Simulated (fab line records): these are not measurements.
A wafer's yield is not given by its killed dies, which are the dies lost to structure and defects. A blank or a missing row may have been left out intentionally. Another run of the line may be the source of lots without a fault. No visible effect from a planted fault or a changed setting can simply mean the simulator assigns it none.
Matching of chambers || flow n5_finfet || N5_MOL_CONTACT_COAG_ETCHBACK_132 on rie_diel-06: 4 sister chambers
The step etches SiO2 in CHF3, target depth 10 nm, time 6.7 s. 8 wafers are shown with their chamber, then 10 later ones without.

WAFERS PAIRED WITH THEIR CHAMBERS
{"wafer": "L082.4", "chamber": 2, "drypump_motor_current_A (A)": 4.9, "oes_product_au (a.u.)": 0.94}
{"wafer": "L081.1", "chamber": 1, "drypump_motor_current_A (A)": 5.8, "oes_product_au (a.u.)": 0.70}
{"wafer": "L081.3", "chamber": 0, "drypump_motor_current_A (A)": 5.7, "oes_product_au (a.u.)": 0.80}
{"wafer": "L081.6", "chamber": 1, "drypump_motor_current_A (A)": 5.8, "oes_product_au (a.u.)": 0.70}
{"wafer": "L083.5", "chamber": 3, "drypump_motor_current_A (A)": 6.0, "oes_product_au (a.u.)": 0.67}
{"wafer": "L083.6", "chamber": 0, "drypump_motor_current_A (A)": 5.8, "oes_product_au (a.u.)": 0.79}
{"wafer": "L086.2", "chamber": 2, "drypump_motor_current_A (A)": 4.9, "oes_product_au (a.u.)": 0.93}
{"wafer": "L086.3", "chamber": 3, "drypump_motor_current_A (A)": 6.0, "oes_product_au (a.u.)": 0.67}

WAFERS MISSING THEIR CHAMBER
{"wafer": "L086.6", "drypump_motor_current_A (A)": 6.0, "oes_product_au (a.u.)": 0.67}
{"wafer": "L088.1", "drypump_motor_current_A (A)": 5.8, "oes_product_au (a.u.)": 0.69}
{"wafer": "L088.2", "drypump_motor_current_A (A)": 5.7, "oes_product_au (a.u.)": 0.78}
{"wafer": "L088.3", "drypump_motor_current_A (A)": 4.9, "oes_product_au (a.u.)": 0.91}
{"wafer": "L089.1", "drypump_motor_current_A (A)": 6.0, "oes_product_au (a.u.)": 0.66}
{"wafer": "L089.3", "drypump_motor_current_A (A)": 5.7, "oes_product_au (a.u.)": 0.78}
{"wafer": "L089.5", "drypump_motor_current_A (A)": 4.9, "oes_product_au (a.u.)": 0.91}
{"wafer": "L095.4", "drypump_motor_current_A (A)": 5.8, "oes_product_au (a.u.)": 0.77}
{"wafer": "L095.5", "drypump_motor_current_A (A)": 4.9, "oes_product_au (a.u.)": 0.90}
{"wafer": "L095.6", "drypump_motor_current_A (A)": 6.0, "oes_product_au (a.u.)": 0.66}

WHICH CHAMBER EACH ONE RAN IN
{"wafer": "L086.6", "from the rows above": 3, "in truth": 3}
{"wafer": "L088.1", "from the rows above": 1, "in truth": 1}
{"wafer": "L088.2", "from the rows above": 0, "in truth": 0}
{"wafer": "L088.3", "from the rows above": 2, "in truth": 2}
{"wafer": "L089.1", "from the rows above": 3, "in truth": 3}
{"wafer": "L089.3", "from the rows above": 0, "in truth": 0}
{"wafer": "L089.5", "from the rows above": 2, "in truth": 2}
{"wafer": "L095.4", "from the rows above": 0, "in truth": 0}
{"wafer": "L095.5", "from the rows above": 2, "in truth": 2}
{"wafer": "L095.6", "from the rows above": 3, "in truth": 3}
Placed correctly: 10 of 10. Number that these rows cannot place: 0. Number placed wrongly: 0.
How it was worked out, from the rows above alone: a wafer's distance from a chamber is the root of the sum, over the readings, of the square of ((its reading less the chamber's mean) divided by the reading's scatter). If the next closest chamber is less than 2 further off than the closest, the wafer can't be placed; otherwise it belongs to the closest. The mean given for a chamber averages the wafers shown for that chamber. The scatter is the square root of a quotient: the sum, over the shown wafers, of each reading's squared deviation from its chamber's mean, divided by wafers minus chambers.
